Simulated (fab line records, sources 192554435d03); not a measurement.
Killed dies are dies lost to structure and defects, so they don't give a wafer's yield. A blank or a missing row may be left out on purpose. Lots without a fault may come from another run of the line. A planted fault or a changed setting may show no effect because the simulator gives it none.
Split-lot experiment | flow n5_finfet | 7 lots, 39 wafers read, on a route of 1938 steps

THE SPLIT
At N5_DUMMY_GATE_EXPOSE_12 (exposes mask GATE, target cd 25 nm), the setting dose_mj was moved away from the recipe's 34 on 9 of the 39 wafers read, by -6.6% to -3.1%. The other wafers ran this setting at the recipe's value.

FROM THE SPLIT TO THE READING: what the file shows between them, 2 steps
- N5_DUMMY_GATE_PEB_13: peb time 60 s
- N5_DUMMY_GATE_DEVELOP_14: develop time 30 s

THE READING
cd_nm, in nm, at N5_DUMMY_GATE_CD_MEAS_15 (target cd 25.8 nm). Fault-free wafers of this fab line usually give 24.96 nm, standard deviation 0.26 nm.

wafer  | tool, chamber at the split | dose_mj as run | against the recipe | cd_nm, nm | against lot-mates on the recipe
L076.1 | euv_scanner-01, 0          | 34             | recipe             | 24.85     | -
L076.2 | euv_scanner-01, 0          | 34             | recipe             | 25.13     | -
L076.3 | euv_scanner-01, 0          | 34             | recipe             | 24.78     | -
L076.4 | euv_scanner-01, 0          | 34             | recipe             | 25.31     | -
L076.5 | euv_scanner-01, 0          | 34             | recipe             | 24.82     | -
L076.6 | euv_scanner-01, 0          | 34             | recipe             | 24.74     | -
L077.1 | euv_scanner-02, 0          | 34             | recipe             | 24.72     | -
L077.2 | euv_scanner-02, 0          | 34             | recipe             | 24.69     | -
L077.3 | euv_scanner-02, 0          | 34             | recipe             | 24.91     | -
L077.4 | euv_scanner-02, 0          | 34             | recipe             | 25.04     | -
L077.5 | euv_scanner-02, 0          | 34             | recipe             | 24.88     | -
L077.6 | euv_scanner-02, 0          | 34             | recipe             | 24.87     | -
L078.1 | euv_scanner-02, 0          | 31.83          | -6.4%              | 26.31     | +1.44
L078.2 | euv_scanner-02, 0          | 34             | recipe             | 24.72     | -
L078.3 | euv_scanner-02, 0          | 31.83          | -6.4%              | 26.37     | +1.50
L078.4 | euv_scanner-02, 0          | 34             | recipe             | 25.14     | -
L078.5 | euv_scanner-02, 0          | 31.83          | -6.4%              | 25.90     | +1.03
L078.6 | euv_scanner-02, 0          | 34             | recipe             | 24.75     | -
L080.2 | euv_scanner-01, 0          | 34             | recipe             | 25.34     | -
L080.5 | euv_scanner-01, 0          | 34             | recipe             | 25.36     | -
L080.6 | euv_scanner-01, 0          | 34             | recipe             | 25.40     | -
L081.1 | euv_scanner-01, 0          | 32.95          | -3.1%              | 25.93     | +1.11
L081.2 | euv_scanner-01, 0          | 32.95          | -3.1%              | 25.63     | +0.81
L081.3 | euv_scanner-01, 0          | 34             | recipe             | 24.51     | -
L081.4 | euv_scanner-01, 0          | 32.95          | -3.1%              | 25.93     | +1.11
L081.5 | euv_scanner-01, 0          | 34             | recipe             | 24.98     | -
L081.6 | euv_scanner-01, 0          | 34             | recipe             | 24.96     | -
L090.1 | euv_scanner-01, 0          | 34             | recipe             | 24.80     | -
L090.2 | euv_scanner-01, 0          | 34             | recipe             | 24.85     | -
L090.3 | euv_scanner-01, 0          | 34             | recipe             | 24.71     | -
L090.4 | euv_scanner-01, 0          | 34             | recipe             | 25.05     | -
L090.5 | euv_scanner-01, 0          | 34             | recipe             | 24.84     | -
L090.6 | euv_scanner-01, 0          | 34             | recipe             | 25.01     | -
L096.1 | euv_scanner-02, 0          | 31.74          | -6.6%              | 26.38     | +1.60
L096.2 | euv_scanner-02, 0          | 31.74          | -6.6%              | 26.15     | +1.37
L096.3 | euv_scanner-02, 0          | 34             | recipe             | 24.72     | -
L096.4 | euv_scanner-02, 0          | 31.74          | -6.6%              | 26.01     | +1.23
L096.5 | euv_scanner-02, 0          | 34             | recipe             | 24.91     | -
L096.6 | euv_scanner-02, 0          | 34             | recipe             | 24.71     | -

THE FIT
A straight line over all 39 wafers: cd_nm changes by -0.203 nm for each +1% of dose_mj; r = -0.91; the points scatter about the line by 0.23 nm.
The same after taking each lot's own level away (the mean of its wafers on the recipe; 39 wafers): -0.218 nm for each +1%; r = -0.94; scatter 0.19 nm.
On that fit, the largest move of dose_mj shifts the reading by 1.5 nm.
The lots' own levels span 24.780 to 25.367 nm, that is 2.3 times the standard deviation above.
So the lot-to-lot level changes the slope little: the two slopes agree.
Check: with one of the wafers moved furthest among these (-6.6%) left out of the fit, the line predicts +1.44 nm for it against its lot-mates. It came out at +1.6 nm against them.

THE FILE'S OWN FIT
cd_nm changes by -0.222 nm for each +1% of dose_mj, r = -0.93.
